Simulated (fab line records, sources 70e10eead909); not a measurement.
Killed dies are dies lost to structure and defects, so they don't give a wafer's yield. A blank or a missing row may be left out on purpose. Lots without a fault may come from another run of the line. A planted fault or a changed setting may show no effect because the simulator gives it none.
One fault seen from 2 desks | flow nand_harc | each desk has only its own numbers; what lay behind them comes last

THE METROLOGY DESK
What the gauges read, lot by lot, whatever tool the lot ran on: means of the sampled wafers that have a number. A lot is out of limits, marked OUT, if its mean lies more than 4 standard deviations from the usual mean; the brackets give that distance.
Columns: A = overlay_x_nm at NHARC_P_STI_OVL_MEAS_10, usual 3 nm; B = overlay_y_nm at NHARC_P_STI_OVL_MEAS_10, usual 3 nm
lot  | first seen here | A  | B
L246 | day 3 12:20     | 6  | 7
L247 | day 3 17:06     | -3 | -2
L248 | day 3 22:40     | -1 | -5
L249 | day 4 06:40     | 8  | 0
L250 | day 4 11:09     | 1  | 4
L251 | day 4 19:21     | 4  | 13
L252 | day 4 19:31     | 9  | -3
L258 | day 6 13:58     | 4  | 6
L259 | day 6 16:58     | 7  | -5
L262 | day 7 11:03     | 8  | 1
L264 | day 8 00:04     | 6  | 0
L265 | day 8 05:23     | 19 | -0
This desk's finding: nothing out of limits on any of the 12 lots.

THE DEFECT DESK
What the inspections along the route counted, lot by lot: means of the sampled wafers that have a number. A lot is out of limits, marked OUT, if its mean lies more than 4 standard deviations from the usual mean; the brackets give that distance.
Columns: A = raw_defect_count at NHARC_P_ZERO_WELL_INSPECT_43, usual 14; B = raw_defect_count at NHARC_P_STI_INSPECT_11, usual 5.3
lot  | first seen here | A             | B
L246 | day 2 19:32     | 9             | 4.3
L247 | day 3 01:47     | 12            | 5.0
L248 | day 3 07:19     | 7             | 4.0
L249 | day 3 13:35     | 6             | 6.0
L250 | day 3 19:52     | 10            | 6.7
L251 | day 4 01:33     | 18            | 6.0
L252 | day 4 07:25     | 14            | 4.3
L258 | day 5 19:44     | 291 (+36) OUT | 285.0 (+99 or more) OUT
L259 | day 6 01:35     | 353 (+43) OUT | 340.0 (+99 or more) OUT
L262 | day 6 19:35     | 10            | 4.3
L264 | day 7 07:26     | 16            | 5.7
L265 | day 7 13:19     | 30            | 4.3
This desk's finding: out of limits on L258, L259; first on L258, day 5 19:44 (raw_defect_count at NHARC_P_ZERO_WELL_INSPECT_43). In limits: L246, L247, L248, L249, L250, L251, L252, L262, L264, L265.

PUT TOGETHER
The defect desk could have raised an alarm at day 5 19:44, on L258, L259.
The metrology desk saw nothing out of limits.
The metrology desk has L258, L259 on record, within its limits.
Of the lots named, all ran NHARC_P_ZERO_WELL_PECVD_02 on pecvd-01.

WHAT THE SIMULATOR HAD PUT IN
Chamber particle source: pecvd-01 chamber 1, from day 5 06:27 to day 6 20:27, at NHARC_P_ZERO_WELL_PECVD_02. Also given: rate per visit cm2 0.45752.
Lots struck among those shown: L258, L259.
Hours from the fault's start to each desk's first reading out of limits: the defect desk, 13.
